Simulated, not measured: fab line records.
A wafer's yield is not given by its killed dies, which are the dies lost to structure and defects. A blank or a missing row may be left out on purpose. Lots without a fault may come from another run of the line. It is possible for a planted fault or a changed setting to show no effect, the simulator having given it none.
Chamber matching | flow nandHarc | NHARC_P_BONDPAD_ETCH_37 on rieDiel-12: 4 sister chambers
The step etches the open film in N2/H2, target depth 60 nm, overetch 18 nm, time 65.91 s. 4 wafers are shown with their chamber, then 7 later ones without.

## WAFERS WITH THEIR CHAMBER
wafer  | chamber | drypumpMotorCurrentA (A)
L090.1 | 0       | 5.9
L090.2 | 2       | 5.6
L091.2 | 3       | 5.1
L091.3 | 1       | 5.8

## WAFERS WITHOUT THEIR CHAMBER
wafer  | drypumpMotorCurrentA (A)
L091.6 | 6.0
L092.1 | 5.6
L092.3 | 5.1
L092.5 | 5.8
L093.3 | 5.1
L093.5 | 6.0
L093.6 | 5.1

## CHAMBER TAKEN BY EACH
wafer  | from the rows above     | in truth
L091.6 | can't be placed: 0 or 1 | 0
L092.1 | 2                       | 2
L092.3 | 3                       | 3
L092.5 | can't be placed: 1 or 0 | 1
L093.3 | 3                       | 3
L093.5 | can't be placed: 0 or 1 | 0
L093.6 | 3                       | 3
Correct placement for 4 of the 7. Not placeable from these rows: 3 (in 3, the candidates include the true chamber). Placed wrongly: 0.
How it was worked out, from the rows above alone: a wafer's distance from a chamber is the root of the sum, over the readings, of the square of ((its reading less the chamber's mean) divided by the reading's scatter). The wafer belongs to the nearest chamber; if the next one is less than 2 further off, it can't be placed. For every chamber, the mean is computed from those of its wafers that are shown. The scatter: root of mean squared gap, hidden wafer to nearest shown wafer, with one shown wafer a chamber.
